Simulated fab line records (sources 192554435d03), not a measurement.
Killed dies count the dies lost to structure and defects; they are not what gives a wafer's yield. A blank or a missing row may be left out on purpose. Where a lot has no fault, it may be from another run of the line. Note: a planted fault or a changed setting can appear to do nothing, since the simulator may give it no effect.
fab line records | flow n5_finfet
record: lots: 7 | wafers: 21 | last_day: 17
route steps=1938 shown MOL_CONTACT_COAG@605 PASSIVATION@1936
lots with no fault: from the same line, run without faults
start_h: the number of hours between the record's first day and the start of the first shown wafer of the lot | wait_h: how many hours have passed since the lot's step before this one | " same as the row above | L1.1+2: a row that stands for several wafers | - value missing, or start not given | * or withheld: withheld | < > ~ a bound
route shown NAME@n: names a module that has steps shown in the file, with the first one's number in the route | usual: the fault-free wafers' mean and standard deviation | same: alike in all rows | chamber/n: place in a boat | sites: readings site by site | _std_site: their standard deviation | _edge_site: mean of outer sites minus mean of inner sites | radius_mm: how far each site lies from the wafer's centre | mask NAME#n: copy n | behind: the most recent tool/chamber to have shaped the wafer | hold: reason for holding the lot/hours on hold/outcome of the hold | device: the n, p or np transistor that did not switch | end of line: tests of these same wafers at the route's end | for a step that has no rows: nothing shown but its recipe | killed: dies lost to structure and defects at the first sort, not the wafer's yield | map: per-die view of a wafer (x killed, . not killed, _ where there is no die)
set.NAME: the setting that was run; set.NAME@STEP: the one run at that earlier step | model.NAME: the simulator's own value behind a step, which no gauge read
a table for each step, a row for each wafer; lots at some steps of the route
services: a tool's chamber out of use, with start hour (start_h, from the record's first day; less than 0 if before it), hours out, and reason
== steps ==
step: N5_MOL_CONTACT_COAG_DESCUM_45
recipe: chemistry: O2 | time_s: 7 | source_power_w: 50 | bias_power_w: 20 | pressure_mtorr: 20 | rf_frequency_hz: 2.712e+07 | temp_c: 40 | resist: CAR-EUV | o2_flow_sccm: 225
usual: chamber_pressure_mTorr: 20.000/0.019 | drypump_motor_current_A: 5.9/0.36 | oes_product_au: 0.80/0.094 | rf_vpp_V: 243.3/1.2 | showerhead_plenum_p_Torr: 2.11/0.049 | throttle_valve_pct: 20.5/0.31
lot.wafer | tool        | chamber | start_h | wait_h | chamber_pressure_mTorr | drypump_motor_current_A | oes_product_au | rf_hours_counter_h | rf_vpp_V | showerhead_plenum_p_Torr | throttle_valve_pct
L671.4    | rie_diel-01 | 2       | 103.17  | 0.0    | 20.013                 | 6.4                     | 0.70           | 225                | 245.0    | 2.14                     | 20.4
L671.5    | "           | 1       | "       | "      | 20.035                 | 5.8                     | 0.68           | -                  | 244.2    | 2.15                     | 20.6
L671.6    | "           | 2       | "       | "      | 19.967                 | 6.5                     | 0.70           | -                  | 245.5    | 2.14                     | 20.3
L674.3    | rie_diel-01 | 2       | 121.51  | 0.9    | 19.992                 | 6.5                     | 0.70           | 232                | 244.4    | 2.14                     | 20.4
L674.4    | "           | 0       | "       | "      | 19.998                 | 5.9                     | 0.74           | -                  | 241.1    | 2.01                     | 20.9
L674.6    | "           | 3       | "       | "      | 20.026                 | 5.6                     | 0.83           | -                  | 243.2    | 2.13                     | 20.8
L684.1    | rie_diel-02 | 2       | 181.80  | 0.1    | 19.994                 | 6.0                     | 0.80           | 100                | 242.4    | 2.12                     | 20.2
L684.2    | "           | 0       | "       | "      | 20.005                 | 5.9                     | 0.75           | 164                | 243.8    | 2.10                     | 20.7
L684.3    | "           | 3       | "       | "      | 20.004                 | 5.6                     | 0.70           | 218                | 243.5    | 2.14                     | 20.4
L686.1    | rie_diel-04 | 0       | 191.57  | 0.5    | 19.999                 | 5.9                     | 0.92           | 24                 | 244.2    | 2.13                     | 19.9
L686.4    | "           | 1       | "       | "      | 20.057                 | 6.6                     | 0.82           | 66                 | 242.0    | 2.03                     | 20.4
L686.5    | "           | 1       | "       | "      | 20.018                 | 6.5                     | 0.82           | -                  | 241.9    | 2.03                     | 20.4
L687.1    | rie_diel-01 | 0       | 200.22  | 0.1    | 20.011                 | 5.9                     | 0.71           | 222                | 240.8    | 2.00                     | 20.9
L687.2    | "           | 3       | "       | "      | 20.011                 | 5.6                     | 0.79           | 134                | 242.0    | 2.12                     | 20.9
L687.3    | "           | 1       | "       | "      | 20.029                 | 5.8                     | 0.94           | 22                 | 244.7    | 2.14                     | 20.4
L689.3    | rie_diel-04 | 1       | 209.38  | 0.0    | 20.017                 | 6.6                     | 0.81           | 72                 | 241.0    | 2.03                     | 20.4
L689.5    | "           | 3       | "       | "      | 20.016                 | 5.2                     | 0.70           | -                  | 242.6    | 2.05                     | 20.8
L689.6    | "           | 0       | "       | "      | 19.995                 | 5.9                     | 0.90           | -                  | 243.3    | 2.13                     | 19.9
L694.1    | rie_diel-04 | 2       | 239.17  | 0.1    | 20.001                 | 5.4                     | 0.98           | 2                  | 243.9    | 2.16                     | 20.5
L694.2    | "           | 0       | "       | "      | 20.015                 | 5.9                     | 0.88           | 42                 | 243.5    | 2.13                     | 19.9
L694.5    | "           | 0       | "       | "      | 19.999                 | 5.9                     | 0.89           | -                  | 244.0    | 2.13                     | 19.9
step: N5_MOL_CONTACT_COAG_ETCH_65
recipe: chemistry: N2/H2 | target: underlayer | target_depth_a: 130 | mask_material: CAR-EUV | time_s: 10.4 | ion_energy_ev: 200 | pressure_mtorr: 30 | source_w: 840 | bias_w: 150 | n2_flow_sccm: 200 | h2_flow_sccm: 200 | ends: cleared
step: N5_MOL_CONTACT_COAG_ETCH_66
recipe: chemistry: CF4 | target: SiARC | target_depth_a: 130 | mask_material: CAR-EUV | time_s: 21.7 | ion_energy_ev: 80 | pressure_mtorr: 40 | source_w: 545 | bias_w: 36 | Ar_flow_sccm: 100 | cf4_flow_sccm: 100 | ends: cleared
usual: chamber_pressure_mTorr: 40.00/0.034 | drypump_motor_current_A: 5.9/0.36 | etch_rf_on_time_s: 21.8/0.58 | oes_product_au: 0.68/0.081 | rf_vpp_V: 184.3/1 | showerhead_plenum_p_Torr: 2.15/0.055 | throttle_valve_pct: 15.68/0.29
lot.wafer | tool        | chamber | start_h | wait_h | chamber_pressure_mTorr | drypump_motor_current_A | etch_rf_on_time_s | oes_product_au | rf_hours_counter_h | rf_vpp_V | showerhead_plenum_p_Torr | throttle_valve_pct
L671.4    | rie_diel-01 | 2       | 103.22  | 0.0    | 39.98                  | 6.4                     | 22.0              | 0.59           | 225                | 185.3    | 2.20                     | 15.71
L671.5    | "           | 1       | "       | "      | 40.01                  | 5.8                     | 22.3              | 0.57           | -                  | 184.9    | 2.19                     | 15.82
L671.6    | "           | 2       | "       | "      | 40.04                  | 6.4                     | 22.0              | 0.60           | -                  | 184.7    | 2.20                     | 15.70
L674.3    | rie_diel-01 | 2       | 121.57  | 0.0    | 39.99                  | 6.4                     | 22.2              | 0.59           | 232                | 185.1    | 2.20                     | 15.73
L674.4    | "           | 0       | "       | "      | 39.96                  | 5.9                     | 22.7              | 0.62           | -                  | 183.0    | 2.04                     | 15.95
L674.6    | "           | 3       | "       | "      | 40.01                  | 5.6                     | 21.1              | 0.71           | -                  | 186.6    | 2.17                     | 15.88
L684.1    | rie_diel-02 | 2       | 181.86  | 0.0    | 39.98                  | 6.0                     | 21.9              | 0.67           | 100                | 184.8    | 2.17                     | 15.41
L684.2    | "           | 0       | "       | "      | 40.02                  | 5.9                     | 21.7              | 0.64           | 164                | 183.7    | 2.12                     | 15.70
L684.3    | "           | 3       | "       | "      | 40.02                  | 5.6                     | 22.1              | 0.60           | 218                | 185.2    | 2.21                     | 15.74
L686.1    | rie_diel-04 | 0       | 191.63  | 0.0    | 39.96                  | 5.9                     | 21.2              | 0.78           | 24                 | 183.6    | 2.17                     | 15.01
L686.4    | "           | 1       | "       | "      | 39.98                  | 6.6                     | 22.2              | 0.70           | 67                 | 184.2    | 2.08                     | 15.48
L686.5    | "           | 1       | "       | "      | 40.00                  | 6.6                     | 22.2              | 0.71           | -                  | 183.0    | 2.08                     | 15.52
L687.1    | rie_diel-01 | 0       | 200.27  | 0.0    | 39.98                  | 5.9                     | 22.9              | 0.59           | 222                | 183.4    | 2.03                     | 16.02
L687.2    | "           | 3       | "       | "      | 39.96                  | 5.6                     | 21.1              | 0.68           | 134                | 184.9    | 2.16                     | 15.95
L687.3    | "           | 1       | "       | "      | 40.03                  | 5.8                     | 21.5              | 0.79           | 22                 | 185.5    | 2.18                     | 15.41
L689.3    | rie_diel-04 | 1       | 209.43  | 0.0    | 39.98                  | 6.6                     | 22.3              | 0.69           | 72                 | 183.6    | 2.08                     | 15.50
L689.5    | "           | 3       | "       | "      | 40.05                  | 5.2                     | 22.4              | 0.59           | -                  | 183.5    | 2.11                     | 16.07
L689.6    | "           | 0       | "       | "      | 39.98                  | 5.9                     | 21.1              | 0.77           | -                  | 185.0    | 2.17                     | 15.03
L694.1    | rie_diel-04 | 2       | 239.23  | 0.0    | 40.01                  | 5.4                     | 21.7              | 0.84           | 2                  | 184.6    | 2.21                     | 15.54
L694.2    | "           | 0       | "       | "      | 39.99                  | 5.9                     | 20.9              | 0.75           | 42                 | 183.1    | 2.17                     | 15.09
L694.5    | "           | 0       | "       | "      | 40.02                  | 5.9                     | 21.0              | 0.76           | -                  | 184.1    | 2.17                     | 15.07
step: N5_MOL_CONTACT_COAG_ALD_133
recipe: material: SiO2 | target_thk_a: 50 | temp_c: 100 | ald_precursor_family: BDEAS | ald_co_reactant: O2-plasma | pulse_time_s: 1 | co_reactant_pulse_time_s: 1 | purge_time_s: 2 | co_reactant_purge_time_s: 2 | ald_cycles: 35 | pressure_torr: 2
usual: heater_power_w: 73/9.2 | precursor_pulse_height_rel: 1.003/0.02
lot.wafer | tool       | chamber | start_h | wait_h | heater_power_w | precursor_pulse_height_rel
L671.4    | ald_sin-02 | 0       | 103.95  | 0.7    | 88             | 0.987
L671.5    | "          | 1       | "       | "      | 68             | 0.996
L671.6    | "          | 0       | "       | "      | 88             | 0.996
L674.3    | ald_sin-02 | 3       | 121.65  | 0.1    | 69             | 1.001
L674.4    | "          | 2       | "       | "      | 70             | 1.000
L674.6    | "          | 0       | "       | "      | 87             | 0.995
L684.1    | ald_sin-02 | 3       | 182.30  | 0.4    | 69             | 0.980
L684.2    | "          | 1       | "       | "      | 66             | 1.037
L684.3    | "          | 2       | "       | "      | 68             | 1.002
L686.1    | ald_sin-04 | 1       | 192.16  | 0.5    | 75             | 0.977
L686.4    | "          | 2       | "       | "      | 77             | 0.991
L686.5    | "          | 0       | "       | "      | 83             | 1.022
L687.1    | ald_sin-01 | 3       | 200.36  | 0.1    | 68             | 0.987
L687.2    | "          | 0       | "       | "      | 66             | 1.007
L687.3    | "          | 2       | "       | "      | 92             | 0.978
L689.3    | ald_sin-01 | 0       | 209.51  | 0.1    | 67             | 1.025
L689.5    | "          | 1       | "       | "      | 64             | 1.017
L689.6    | "          | 2       | "       | "      | 93             | 0.976
L694.1    | ald_sin-02 | 3       | 239.49  | 0.2    | 67             | 1.003
L694.2    | "          | 0       | "       | "      | 87             | 1.021
L694.5    | "          | 3       | "       | "      | 68             | 0.961
step: N5_MOL_CONTACT_COAG_ETCHBACK_134
recipe: chemistry: CHF3 | target: SiO2 | target_depth_a: 100 | time_s: 6.7 | ion_energy_ev: 200 | pressure_mtorr: 30 | source_w: 610 | bias_w: 170 | Ar_flow_sccm: 200 | CHF3_flow_sccm: 50
usual: chamber_pressure_mTorr: 30.003/0.03 | drypump_motor_current_A: 5.9/0.35 | oes_product_au: 0.79/0.09 | rf_vpp_V: 523/9 | showerhead_plenum_p_Torr: 2.40/0.056 | throttle_valve_pct: 18.74/0.25
lot.wafer | tool        | chamber | start_h | wait_h | chamber_pressure_mTorr | drypump_motor_current_A | oes_product_au | rf_hours_counter_h | rf_vpp_V | showerhead_plenum_p_Torr | throttle_valve_pct
L671.4    | rie_diel-01 | 0       | 104.13  | 0.1    | 30.006                 | 5.9                     | 0.73           | 182                | 518      | 2.26                     | 18.97
L671.5    | "           | 1       | "       | "      | 30.062                 | 5.8                     | 0.67           | -                  | 527      | 2.44                     | 18.89
L671.6    | "           | 2       | "       | "      | 29.987                 | 6.5                     | 0.70           | -                  | 540      | 2.45                     | 18.78
L674.3    | rie_diel-02 | 2       | 122.00  | 0.3    | 30.050                 | 6.0                     | 0.82           | 77                 | 514      | 2.41                     | 18.42
L674.4    | "           | 0       | "       | "      | 30.010                 | 5.9                     | 0.79           | 140                | 519      | 2.38                     | 18.85
L674.6    | "           | 1       | "       | "      | 30.000                 | 6.3                     | 0.92           | -                  | 517      | 2.44                     | 18.76
L684.1    | rie_diel-02 | 3       | 182.48  | 0.1    | 29.991                 | 5.6                     | 0.71           | 218                | 538      | 2.45                     | 18.83
L684.2    | "           | 0       | "       | "      | 30.012                 | 5.9                     | 0.74           | 164                | 521      | 2.37                     | 18.88
L684.3    | "           | 2       | "       | "      | 29.965                 | 6.0                     | 0.79           | 100                | 513      | 2.40                     | 18.45
L686.1    | rie_diel-02 | 3       | 192.37  | 0.1    | 29.991                 | 5.6                     | 0.71           | 221                | 537      | 2.45                     | 18.82
L686.4    | "           | 2       | "       | "      | 29.971                 | 6.0                     | 0.78           | 103                | 512      | 2.40                     | 18.45
L686.5    | "           | 2       | "       | "      | 29.995                 | 6.0                     | 0.78           | -                  | 514      | 2.40                     | 18.48
L687.1    | rie_diel-02 | 3       | 200.56  | 0.1    | 29.969                 | 5.6                     | 0.71           | 224                | 536      | 2.45                     | 18.81
L687.2    | "           | 1       | "       | "      | 29.973                 | 6.2                     | 0.85           | 42                 | 517      | 2.43                     | 18.81
L687.3    | "           | 2       | "       | "      | 30.047                 | 6.0                     | 0.78           | 106                | 514      | 2.40                     | 18.47
L689.3    | rie_diel-04 | 0       | 209.70  | 0.1    | 30.043                 | 5.9                     | 0.90           | 30                 | 515      | 2.42                     | 18.23
L689.5    | "           | 1       | "       | "      | 30.026                 | 6.6                     | 0.82           | -                  | 517      | 2.31                     | 18.66
L689.6    | "           | 0       | "       | "      | 29.994                 | 5.9                     | 0.90           | -                  | 517      | 2.42                     | 18.22
L694.1    | rie_diel-01 | 3       | 239.67  | 0.1    | 30.054                 | 5.6                     | 0.78           | 147                | 533      | 2.39                     | 19.11
L694.2    | "           | 0       | "       | "      | 29.940                 | 5.9                     | 0.68           | 236                | 519      | 2.24                     | 19.06
L694.5    | "           | 0       | "       | "      | 30.013                 | 5.9                     | 0.68           | -                  | 518      | 2.24                     | 19.05
step: N5_MOL_CONTACT_COAG_ETCH_67
recipe: chemistry: N2/H2 | target: SOC | target_depth_a: 600 | overetch_a: 210 | mask_material: SiARC | temp_c: 40 | time_s: 101.2 | ion_energy_ev: 200 | pressure_mtorr: 30 | source_w: 840 | bias_w: 150 | n2_flow_sccm: 200 | h2_flow_sccm: 200
usual: chamber_pressure_mTorr: 30.00/0.035 | drypump_motor_current_A: 5.9/0.35 | oes_product_au: 0.66/0.069 | rf_vpp_V: 524.7/1.8 | showerhead_plenum_p_Torr: 2.56/0.057 | throttle_valve_pct: 17.84/0.29
lot.wafer | tool        | chamber | start_h | wait_h | chamber_pressure_mTorr | drypump_motor_current_A | oes_product_au | rf_hours_counter_h | rf_vpp_V | showerhead_plenum_p_Torr | throttle_valve_pct
L671.4    | rie_diel-01 | 0       | 104.16  | 0.0    | 30.01                  | 5.9                     | 0.62           | 182                | 519.9    | 2.42                     | 18.11
L671.5    | "           | 1       | "       | "      | 30.05                  | 5.8                     | 0.56           | -                  | 525.4    | 2.62                     | 18.08
L671.6    | "           | 2       | "       | "      | 29.96                  | 6.5                     | 0.59           | -                  | 526.9    | 2.60                     | 17.72
L674.3    | rie_diel-02 | 2       | 122.03  | 0.0    | 29.99                  | 6.0                     | 0.68           | 77                 | 524.6    | 2.57                     | 17.53
L674.4    | "           | 0       | "       | "      | 29.96                  | 5.9                     | 0.64           | 140                | 524.9    | 2.56                     | 18.11
L674.6    | "           | 1       | "       | "      | 30.00                  | 6.3                     | 0.76           | -                  | 525.4    | 2.60                     | 17.76
L684.1    | rie_diel-02 | 3       | 182.52  | 0.0    | 29.99                  | 5.6                     | 0.59           | 218                | 527.1    | 2.60                     | 17.75
L684.2    | "           | 0       | "       | "      | 30.01                  | 5.9                     | 0.62           | 164                | 525.2    | 2.55                     | 18.16
L684.3    | "           | 2       | "       | "      | 29.99                  | 6.0                     | 0.67           | 100                | 524.8    | 2.56                     | 17.57
L686.1    | rie_diel-02 | 3       | 192.41  | 0.0    | 30.00                  | 5.6                     | 0.59           | 221                | 525.9    | 2.60                     | 17.76
L686.4    | "           | 2       | "       | "      | 29.96                  | 6.0                     | 0.66           | 103                | 524.2    | 2.56                     | 17.56
L686.5    | "           | 2       | "       | "      | 29.99                  | 6.0                     | 0.66           | -                  | 524.6    | 2.56                     | 17.55
L687.1    | rie_diel-02 | 3       | 200.59  | 0.0    | 30.03                  | 5.6                     | 0.59           | 224                | 527.3    | 2.60                     | 17.77
L687.2    | "           | 1       | "       | "      | 30.01                  | 6.3                     | 0.71           | 43                 | 526.3    | 2.58                     | 17.82
L687.3    | "           | 2       | "       | "      | 29.76                  | 6.0                     | 0.66           | 106                | 523.3    | 2.56                     | 17.60
L689.3    | rie_diel-04 | 0       | 209.74  | 0.0    | 29.98                  | 5.9                     | 0.75           | 30                 | 524.8    | 2.60                     | 17.36
L689.5    | "           | 1       | "       | "      | 30.02                  | 6.6                     | 0.68           | -                  | 521.6    | 2.47                     | 17.78
L689.6    | "           | 0       | "       | "      | 30.01                  | 5.9                     | 0.74           | -                  | 525.7    | 2.60                     | 17.34
L694.1    | rie_diel-01 | 3       | 239.70  | 0.0    | 29.94                  | 5.6                     | 0.65           | 147                | 525.1    | 2.56                     | 18.30
L694.2    | "           | 0       | "       | "      | 30.02                  | 5.9                     | 0.59           | 236                | 520.3    | 2.39                     | 18.19
L694.5    | "           | 0       | "       | "      | 30.01                  | 5.9                     | 0.59           | -                  | 520.4    | 2.39                     | 18.19
step: N5_MOL_CONTACT_COAG_STRIP_68
recipe: chemistry: N2/H2 | temp_c: 40 | n2_flow_sccm: 200 | h2_flow_sccm: 200 | rf_frequency_hz: 6e+07
step: N5_MOL_CONTACT_COAG_STRIP_69
recipe: chemistry: N2/H2 | temp_c: 40 | n2_flow_sccm: 200 | h2_flow_sccm: 200 | rf_frequency_hz: 6e+07
step: N5_MOL_CONTACT_COAG_ETCHBACK_136
recipe: chemistry: CHF3 | target: SiO2 | target_depth_a: 250 | time_s: 16.7 | ion_energy_ev: 200 | pressure_mtorr: 30 | source_w: 610 | bias_w: 170 | Ar_flow_sccm: 200 | CHF3_flow_sccm: 50
step: N5_MOL_CONTACT_COAG_STRIP_120
recipe: chemistry: CHF3 | resist: SiARC | rf_frequency_hz: 6e+07
step: N5_MOL_CONTACT_COAG_VIA_ETCH_117
recipe: chemistry: C4F6/O2 | target_depth_a: 400 | overetch_a: 80 | mask_material: SOC | target: SiO2 | bias_w: 455 | pressure_mtorr: 10 | time_s: 26 | source_w: 325 | Ar_flow_sccm: 300 | C4F6_flow_sccm: 10 | O2_flow_sccm: 10 | ion_energy_ev: 575.3 | ends: end_point
step: N5_MOL_CONTACT_COAG_ETCH_124
recipe: chemistry: CH3F/O2 | target: SiNx | target_depth_a: 65 | mask_material: SOC | stop_on: SiOC | over_etch_frac: 0.3 | ion_energy_ev: 120 | pressure_mtorr: 30 | source_w: 395 | bias_w: 73 | Ar_flow_sccm: 150 | CH3F_flow_sccm: 30 | O2_flow_sccm: 20 | ends: end_point
step: N5_MOL_CONTACT_COAG_ETCH_48
recipe: chemistry: C4F6/O2 | target_depth_a: 150 | overetch_a: 45 | mask_material: SOC | target: SiOC | bias_w: 465 | pressure_mtorr: 10 | time_s: 17 | source_w: 335 | Ar_flow_sccm: 300 | C4F6_flow_sccm: 10 | O2_flow_sccm: 10 | ion_energy_ev: 576
usual: chamber_pressure_mTorr: 10.000/0.0086 | drypump_motor_current_A: 5.9/0.35 | oes_product_au: 0.66/0.072 | rf_vpp_V: 1587/26 | showerhead_plenum_p_Torr: 2.86/0.067 | throttle_valve_pct: 40.5/0.35
lot.wafer | tool        | chamber | start_h | wait_h | chamber_pressure_mTorr | drypump_motor_current_A | oes_product_au | rf_hours_counter_h | rf_vpp_V | showerhead_plenum_p_Torr | throttle_valve_pct | model.SOC_of_MOL_CONTACT_COAG_COAT_62.thk_nm
L671.4    | rie_diel-01 | 0       | 104.35  | 0.0    | 10.000                 | 5.9                     | 0.63           | 182                | 1574     | 2.70                     | 40.6               | 46.2
L671.5    | "           | 1       | "       | "      | 10.015                 | 5.8                     | 0.59           | -                  | 1596     | 2.91                     | 40.7               | 45.8
L671.6    | "           | 2       | "       | "      | 10.014                 | 6.5                     | 0.58           | -                  | 1635     | 2.92                     | 40.3               | 46
L674.3    | rie_diel-02 | 2       | 122.22  | 0.0    | 9.993                  | 6.0                     | 0.71           | 78                 | 1554     | 2.87                     | 40.0               | 45.4
L674.4    | "           | 0       | "       | "      | 9.999                  | 5.9                     | 0.64           | 140                | 1576     | 2.83                     | 40.7               | 44.8
L674.6    | "           | 1       | "       | "      | 9.984                  | 6.3                     | 0.77           | -                  | 1569     | 2.92                     | 40.6               | 45
L684.1    | rie_diel-02 | 3       | 182.71  | 0.0    | 10.003                 | 5.6                     | 0.57           | 218                | 1628     | 2.93                     | 40.6               | 44.2
L684.2    | "           | 0       | "       | "      | 10.002                 | 5.9                     | 0.65           | 164                | 1574     | 2.82                     | 40.7               | 43.8
L684.3    | "           | 2       | "       | "      | 9.993                  | 6.0                     | 0.66           | 101                | 1556     | 2.86                     | 39.9               | 45.6
L686.1    | rie_diel-02 | 3       | 192.60  | 0.0    | 9.997                  | 5.6                     | 0.59           | 221                | 1628     | 2.93                     | 40.6               | 44.4
L686.4    | "           | 2       | "       | "      | 10.009                 | 6.0                     | 0.70           | 103                | 1555     | 2.86                     | 40.0               | 45.8
L686.5    | "           | 2       | "       | "      | 9.989                  | 6.0                     | 0.67           | -                  | 1555     | 2.86                     | 40.0               | 45.8
L687.1    | rie_diel-02 | 3       | 200.78  | 0.0    | 10.010                 | 5.6                     | 0.60           | 224                | 1626     | 2.93                     | 40.6               | 44.2
L687.2    | "           | 1       | "       | "      | 9.982                  | 6.3                     | 0.72           | 43                 | 1569     | 2.90                     | 40.6               | 43.6
L687.3    | "           | 2       | "       | "      | 9.990                  | 6.0                     | 0.67           | 106                | 1555     | 2.86                     | 40.0               | 45.8
L689.3    | rie_diel-04 | 0       | 209.93  | 0.0    | 9.997                  | 5.8                     | 0.74           | 30                 | 1564     | 2.89                     | 40.1               | 45.6
L689.5    | "           | 1       | "       | "      | 10.006                 | 6.5                     | 0.70           | -                  | 1568     | 2.76                     | 40.5               | 46
L689.6    | "           | 0       | "       | "      | 9.990                  | 5.9                     | 0.77           | -                  | 1564     | 2.89                     | 40.1               | 45.6
L694.1    | rie_diel-01 | 3       | 239.90  | 0.0    | 10.004                 | 5.6                     | 0.63           | 147                | 1616     | 2.86                     | 41.3               | 45.2
L694.2    | "           | 0       | "       | "      | 9.994                  | 5.9                     | 0.58           | 236                | 1572     | 2.68                     | 40.6               | 46.2
L694.5    | "           | 0       | "       | "      | 10.003                 | 5.9                     | 0.58           | -                  | 1573     | 2.68                     | 40.6               | 46.2
step: N5_MOL_CONTACT_COAG_STRIP_72
recipe: chemistry: N2/H2 | power_w: 450 | temp_c: 40 | pressure_mtorr: 20 | rf_frequency_hz: 6e+07 | overash_fraction: 3 | bias_power_w: 7 | h2_frac: 0.5 | n2_flow_sccm: 200 | h2_flow_sccm: 200
step: N5_PASSIVATION_PROBE_49
usual: killed_at_M0_to_M3: 33/9.1 | killed_at_M4_up: 14/5.6 | killed_at_contacts: 13/5.7 | killed_at_front_end: 42/12 | killed_at_other: 4/3 | killed_dies: 105/16 | killed_open: 69/11 | killed_short: 34/7.5
same: gross_dies: 1180 | killed_at_back_side: 0
lot.wafer | tool      | chamber | start_h | wait_h | killed_at_M0_to_M3 | killed_at_M4_up | killed_at_contacts | killed_at_front_end | killed_at_other | killed_dies | killed_open | killed_short
L684.1    | prober-02 | -       | 341.45  | 0.0    | 34                 | 11              | 13                 | 30                  | 2               | 90          | 60          | 29
L684.3    | prober-02 | -       | 341.55  | 0.1    | 31                 | 12              | 4                  | 28                  | 4               | 79          | 55          | 24
L686.1    | prober-02 | -       | 345.99  | 0.0    | 33                 | 21              | 17                 | 58                  | 5               | 134         | 89          | 43
L686.4    | prober-02 | -       | 346.14  | 0.2    | 36                 | 25              | 10                 | 51                  | 4               | 126         | 83          | 40
L686.5    | prober-02 | -       | 346.19  | 0.2    | 25                 | 17              | 11                 | 47                  | 3               | 103         | 68          | 32
L689.3    | prober-01 | -       | 378.34  | 0.1    | 26                 | 24              | 11                 | 45                  | 6               | 112         | 72          | 39
L689.5    | prober-01 | -       | 378.44  | 0.2    | 44                 | 15              | 15                 | 56                  | 7               | 137         | 91          | 46
L689.6    | prober-01 | -       | 378.49  | 0.3    | 23                 | 22              | 15                 | 60                  | 9               | 129         | 82          | 46
killed by level:class
L684.1 MOL_CONTACT_COAG:geometric_particle:open=12 BEOL_M3:geometric_particle:open=9 BEOL_M0_SAQP:geometric_particle:open=7 BEOL_M0_SAQP:geometric_particle:short=6 GATE_CUT:geometric_particle:short=5 FIN_SAQP:geometric_particle:open=4 BEOL_M1:geometric_particle:open=4 BEOL_M2:geometric_particle:open=4
L684.3 BEOL_M2:geometric_particle:open=12 STI_FIN_REVEAL:geometric_particle:open=6 FIN_SAQP:geometric_particle:open=5 FIN_SAQP:geometric_particle:short=5 BEOL_M0_SAQP:geometric_particle:short=5 BEOL_M1:geometric_particle:open=5 BEOL_M4:geometric_particle:open=5 MOL_CONTACT_COAG:geometric_particle:open=4
L686.1 STI_FIN_REVEAL:geometric_particle:open=22 MOL_CONTACT_COAG:geometric_particle:open=11 FIN_SAQP:geometric_particle:open=10 BEOL_M0_SAQP:geometric_particle:open=9 BEOL_M4:geometric_particle:open=9 BEOL_M0_SAQP:geometric_particle:short=7 BEOL_M3:geometric_particle:open=6 FIN_SAQP:geometric_particle:short=5
L686.4 STI_FIN_REVEAL:geometric_particle:open=16 BEOL_M4:geometric_particle:open=12 BEOL_M0_SAQP:geometric_particle:short=9 STARTING-WAFER:geometric_particle:open=8 MOL_CONTACT_COAG:geometric_particle:open=7 FIN_SAQP:geometric_particle:short=6 BEOL_M0_SAQP:geometric_particle:open=6 BEOL_M1:geometric_particle:short=6
L686.5 STI_FIN_REVEAL:geometric_particle:open=17 GATE_CUT:geometric_particle:short=9 MOL_CONTACT_COAG:geometric_particle:open=8 FIN_SAQP:geometric_particle:open=7 BEOL_M1:geometric_particle:open=7 BEOL_M0_SAQP:geometric_particle:open=6 BEOL_M4:geometric_particle:open=5 STI_FIN_REVEAL:geometric_particle:short=4
L689.3 BEOL_M4:geometric_particle:open=13 FIN_SAQP:geometric_particle:short=12 FIN_SAQP:geometric_particle:open=12 MOL_CONTACT_COAG:geometric_particle:open=8 BEOL_M1:geometric_particle:open=5 BEOL_M3:geometric_particle:open=5 DUMMY_GATE:geometric_particle:open=4 ILD0:geometric_particle:short=4
L689.5 STI_FIN_REVEAL:geometric_particle:open=18 FIN_SAQP:geometric_particle:open=12 MOL_CONTACT_COAG:geometric_particle:open=12 BEOL_M4:geometric_particle:open=10 BEOL_M2:geometric_particle:open=9 FIN_SAQP:geometric_particle:short=8 BEOL_M3:geometric_particle:open=8 BEOL_M0_SAQP:geometric_particle:short=8
L689.6 BEOL_M4:geometric_particle:open=14 MOL_CONTACT_COAG:geometric_particle:open=14 FIN_SAQP:geometric_particle:short=12 FIN_SAQP:geometric_particle:open=12 STI_FIN_REVEAL:geometric_particle:open=9 BEOL_M3:geometric_particle:open=8 BEOL_M0_SAQP:geometric_particle:short=7 GATE_CUT:geometric_particle:short=6
== services ==
tool        | chamber | start_h | hours | kind
rie_diel-04 | 0       | 86.02   | -     | clean
rie_diel-04 | 0       | 86.02   | -     | consumable_replace:focus_ring
rie_diel-04 | 0       | 86.02   | 22.5  | scheduled_down
rie_diel-04 | 0       | 86.02   | 22.5  | vent_cycle
ald_sin-02  | 1       | 93.30   | 6.1   | repair
ald_sin-01  | 1       | 97.47   | 2.0   | repair
rie_diel-01 | 1       | 118.84  | -     | clean
rie_diel-01 | 1       | 118.84  | -     | consumable_replace:focus_ring
rie_diel-01 | 1       | 118.84  | 22.1  | scheduled_down
rie_diel-01 | 1       | 118.84  | 22.1  | vent_cycle
rie_diel-04 | 3       | 133.21  | 1.2   | repair
rie_diel-01 | 2       | 154.11  | -     | clean
rie_diel-01 | 2       | 154.11  | -     | consumable_replace:focus_ring
ald_sin-04  | -       | 176.75  | 14.0  | pm
ald_sin-01  | -       | 179.83  | 6.1   | pm
ald_sin-02  | 0       | 181.20  | 4.4   | repair
ald_sin-04  | 3       | 191.51  | 5.3   | repair
ald_sin-02  | -       | 193.37  | 2.7   | repair
rie_diel-04 | 2       | 220.67  | -     | clean
rie_diel-04 | 2       | 220.67  | -     | consumable_replace:focus_ring
rie_diel-04 | 2       | 220.67  | 14.0  | scheduled_down
rie_diel-04 | 2       | 220.67  | 14.0  | vent_cycle
rie_diel-02 | 2       | 231.84  | 21.6  | repair
rie_diel-04 | 3       | 234.81  | -     | clean
== key ==
first_sign none at tools or gauges
model_effect: step: N5_MOL_CONTACT_COAG_ETCH_48 | value: SOC_of_MOL_CONTACT_COAG_COAT_62.thk_nm | without: 45.84 | struck: 44.04
met_at N5_MOL_CONTACT_COAG_ETCH_48
struck_wafers L684.1,L684.2,L686.1,L687.1,L687.2
tester_left_out L684,L686,L687
baseline_loss: step: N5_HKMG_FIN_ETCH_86 | wafers: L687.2
onset_between 122.22 182.71
fault: kind: process_parameter_drift | tool: rie_diel-02 | chamber: - | onset_h: 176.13 | steps: N5_MOL_CONTACT_COAG_ETCH_48 | channel: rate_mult | offset: 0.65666 | shape: step | end_h: 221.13 | scope: struck_wafers_only
tester_left_out: of these lots the tester's yield and bins aren't shown, on N5 and GAA mostly nor the transistor test; their killed dies are dies lost to structure and defects alone, not to doping, threshold or leakage, so they don't give the yield
baseline_loss: these wafers lose ten dies or more at that step, a loss of the line's own and not of a fault; the sort's usual values leave them out
